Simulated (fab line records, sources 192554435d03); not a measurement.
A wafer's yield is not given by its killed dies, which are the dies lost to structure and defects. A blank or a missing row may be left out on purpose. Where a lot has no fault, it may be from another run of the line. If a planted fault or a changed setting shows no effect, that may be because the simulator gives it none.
Matching of chambers	flow n5 finfet	N5_BEOL_M3_DEP_57 on pecvd-01 has 3 sister chambers
The step deposits SiCN from 3MS/NH3, target thk 8 nm, time 14 s. 20 wafers are shown with their chamber, then 10 later ones without.

EACH WAFER AND ITS CHAMBER
wafer	chamber	throttle valve pct (%)	showerhead plenum p Torr (Torr)
L074.3	0	9.1	3.640
L074.4	1	9.6	3.662
L074.5	0	8.9	3.636
L077.1	0	9.1	3.635
L077.3	1	9.6	3.657
L077.6	2	9.5	3.659
L084.2	1	9.5	3.648
L084.5	0	9.1	3.633
L084.6	2	8.7	3.640
L085.2	2	8.7	3.652
L085.3	0	8.9	3.639
L085.5	2	8.7	3.643
L092.1	2	8.5	3.654
L092.2	1	9.5	3.663
L092.3	0	8.8	3.635
L092.4	0	8.9	3.641
L092.5	2	8.6	3.653
L092.6	1	9.5	3.657
L093.2	2	8.7	3.650
L093.3	0	9.0	3.633

SIGNATURES (means of the wafers above)
reading	chamber 0	chamber 1	chamber 2	scatter within a chamber
throttle valve pct	8.975	9.540	8.771	0.212
showerhead plenum p Torr	3.63650	3.65740	3.65014	0.00525
Rule: a wafer's distance from a chamber is the root of the sum, over the readings, of the square of ((its reading less the chamber's mean) divided by the reading's scatter). If the next closest chamber is less than 2 further off than the closest, the wafer can't be placed; otherwise it belongs to the closest. How the scatter is found: for the shown wafers, subtract from each reading the mean of its chamber, square and add these, divide the total by (wafers less chambers), then take the root.

WAFERS MISSING THEIR CHAMBER
wafer	throttle valve pct (%)	showerhead plenum p Torr (Torr)
L093.6	9.0	3.642
L094.1	9.0	3.635
L094.2	9.4	3.671
L094.4	9.5	3.657
L095.4	8.8	3.646
L095.5	9.5	3.659
L095.6	9.0	3.634
L096.1	9.2	3.635
L096.3	9.2	3.666
L096.5	8.9	3.640

WHICH CHAMBER EACH WENT THROUGH
wafer	from the rows above	in truth
L093.6	can't be placed: 0 or 2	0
L094.1	0	0
L094.2	1	1
L094.4	1	1
L095.4	can't be placed: 2 or 0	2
L095.5	1	1
L095.6	0	0
L096.1	0	0
L096.3	can't be placed: 1 or 2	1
L096.5	can't be placed: 0 or 2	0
6 of 10 placed correctly. Not placeable from these rows: 4 (in 4, the candidates include the true chamber). Wrongly placed: 0.
